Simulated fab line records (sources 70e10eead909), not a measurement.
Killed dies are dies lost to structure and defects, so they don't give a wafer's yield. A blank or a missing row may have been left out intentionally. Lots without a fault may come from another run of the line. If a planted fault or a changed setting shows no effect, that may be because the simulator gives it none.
A lot that was struck, set against a sound lot / flow nand-harc / 14 steps out of a route of 1159
Sound: wafers L866.1, L866.4, L866.6. The struck wafers were L876.3, L876.4, L876.5. The cause is named last.
For every step that has rows: the tool of each side, followed by ch and its chambers, followed by its first start. Under that, the readings that differ: sound wafers / struck wafers / difference of the means / sigmas: that difference in standard deviations of wafers without a fault.
alike: readings whose means differ by less than 2 such deviations, and words and numbers that are the same on both sides. not compared: withheld readings, readings that some wafer has no value for, bounds like >300 that may hide the same value, and numbers for which the record gives no deviation and whose values overlap.
The two part at a step that has a row with sigmas, a row that says differs or no value, or rows on one side only. Numbers that don't overlap but have no deviation are shown without sigmas and don't part them. A reading that every wafer of one side lacks parts them only if that side has two wafers or more.

NHARC_P_STI_INSPECT_11:
  struck on defect-inspect-02, day 4 22:54; sound on defect-inspect-01, day 2 21:20
  alike: raw-defect-count
then, 1 step without rows for these wafers: NHARC_P_STI_HARDBAKE_13 (time 65 s).
NHARC_P_STI_DESCUM_14: chemistry O2, time 3 s.
  sound on rie-diel-10 ch 2,3, day 2 21:29; struck on rie-diel-09 ch 0,3, day 4 23:02
  alike: drypump-motor-current-A, oes-product-au, rf-vpp-V, showerhead-plenum-p-Torr, throttle-valve-pct
  not compared: rf-hours-counter-h
NHARC_P_STI_ETCH_42: etches the open film in N2/H2, target depth 80 nm, overetch 24 nm, time 61 s.
  sound on rie-diel-10 ch 1,2, day 2 21:35; struck on rie-diel-09 ch 0,1,3, day 4 23:08
  alike: drypump-motor-current-A, oes-product-au, rf-vpp-V, showerhead-plenum-p-Torr, throttle-valve-pct
  not compared: rf-hours-counter-h
NHARC_P_STI_ETCH_31: etches the open film in CF4/CHF3, target depth 108.9 nm, time 54.5 s.
  sound: rie-diel-10 ch 0,1,3; struck: rie-diel-09 ch 0,3
  alike: drypump-motor-current-A, oes-product-au, rf-vpp-V, showerhead-plenum-p-Torr, throttle-valve-pct
  not compared: rf-hours-counter-h
NHARC_P_STI_ETCH_15: etches the open film in HBr/Cl2, target depth 300 nm, time 100.1 s.
  sound on rie-si-02 ch 0,1,2, day 2 21:47; struck on rie-si-02 ch 1,3, day 4 23:19
  alike: drypump-motor-current-A, he-backside-leak-sccm, oes-product-au, throttle-valve-pct
  not compared: rf-hours-counter-h
NHARC_P_STI_CD_MEAS_16:
  struck on cd-sem-03, day 4 23:29; sound on cd-sem-02, day 2 21:56
  alike: cd-nm
NHARC_P_STI_OCD_MEAS_17:
  struck on ocd-02, day 4 23:34; sound on ocd-02, day 2 22:01
  alike: trench-depth-nm, trench-foot-cd-nm
then, 3 steps without rows for these wafers: NHARC_P_STI_STRIP_19 (strips in SPM, time 900 s); NHARC_P_STI_PRECLEAN_32 (cleans in SC1); NHARC_P_STI_SRD_23.
NHARC_P_STI_OCD_MEAS_43:
  struck on ocd-01, day 5 00:04; sound on ocd-02, day 2 22:31
  alike: trench-depth-nm, trench-foot-cd-nm
NHARC_P_STI_OXIDE_33: material SiO2, target thk 10 nm, ox time 281 s.
  struck on furnace-03, day 5 03:20; sound on furnace-03 ch 0, day 3 05:07
  no value came back on the struck wafers for ox-temp-c (C), ox-time-s (s), spike-tc-lower-C (C), spike-tc-upper-C (C); on the sound wafers ox-temp-c (C) reads 999.6 1000.0 1000.1
then, 1 step without rows for these wafers: NHARC_P_STI_HDPCVD_20 (deposits SiO2).

== WHERE THEY PART ==
Only at NHARC_P_STI_OXIDE_33, within this record.

WHY: whatever the simulator had introduced
Entire step skipped (furnace-03, NHARC_P_STI_OXIDE_33), from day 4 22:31 onward. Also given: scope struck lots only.
